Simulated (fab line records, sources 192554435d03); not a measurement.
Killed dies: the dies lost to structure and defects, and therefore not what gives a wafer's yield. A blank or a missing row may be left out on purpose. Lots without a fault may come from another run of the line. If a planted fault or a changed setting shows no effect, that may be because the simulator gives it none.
Chamber matching ; flow n5 finfet ; N5_BEOL_M14_VIA_ETCH_16 on rie diel-03 has 4 sister chambers
The step etches SiO2 in C4F8/O2/Ar, target depth 1231.3 nm. 8 wafers are shown with their chamber, then 11 later ones without.

EACH WAFER AND ITS CHAMBER
wafer;chamber;throttle valve pct (%);rf vpp V (V)
L080.2;0;30.50;2245
L083.5;0;30.49;2243
L083.6;3;31.09;2199
L081.5;2;31.41;2186
L085.3;1;30.74;2223
L085.5;3;31.09;2199
L085.6;2;31.42;2185
L089.1;1;30.75;2223

WAFERS WITH NO CHAMBER GIVEN
wafer;throttle valve pct (%);rf vpp V (V)
L089.5;31.10;2197
L089.6;30.51;2242
L088.1;30.76;2223
L088.4;30.52;2244
L088.5;31.43;2184
L095.2;30.38;2224
L095.4;30.54;2242
L095.6;30.39;2223
L097.1;31.43;2184
L097.2;30.53;2240
L097.3;30.38;2222

WHICH CHAMBER EACH ONE RAN IN
wafer;from the rows above;in truth
L089.5;3;3
L089.6;0;0
L088.1;1;1
L088.4;0;0
L088.5;2;2
L095.2;0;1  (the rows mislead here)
L095.4;0;0
L095.6;0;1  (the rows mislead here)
L097.1;2;2
L097.2;0;0
L097.3;0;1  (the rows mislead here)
Correctly placed: 8 of 11. Can't be placed from these rows: 0. 3 placed wrongly.
How it was worked out, from the rows above alone: a wafer's distance from a chamber is the root of the sum, over the readings, of the square of ((its reading less the chamber's mean) divided by the reading's scatter). The wafer belongs to the nearest chamber; if the next one is less than 2 further off, it can't be placed. A chamber's mean is the mean of its shown wafers. The scatter is the square root of a quotient: the sum, over the shown wafers, of each reading's squared deviation from its chamber's mean, divided by wafers minus chambers.
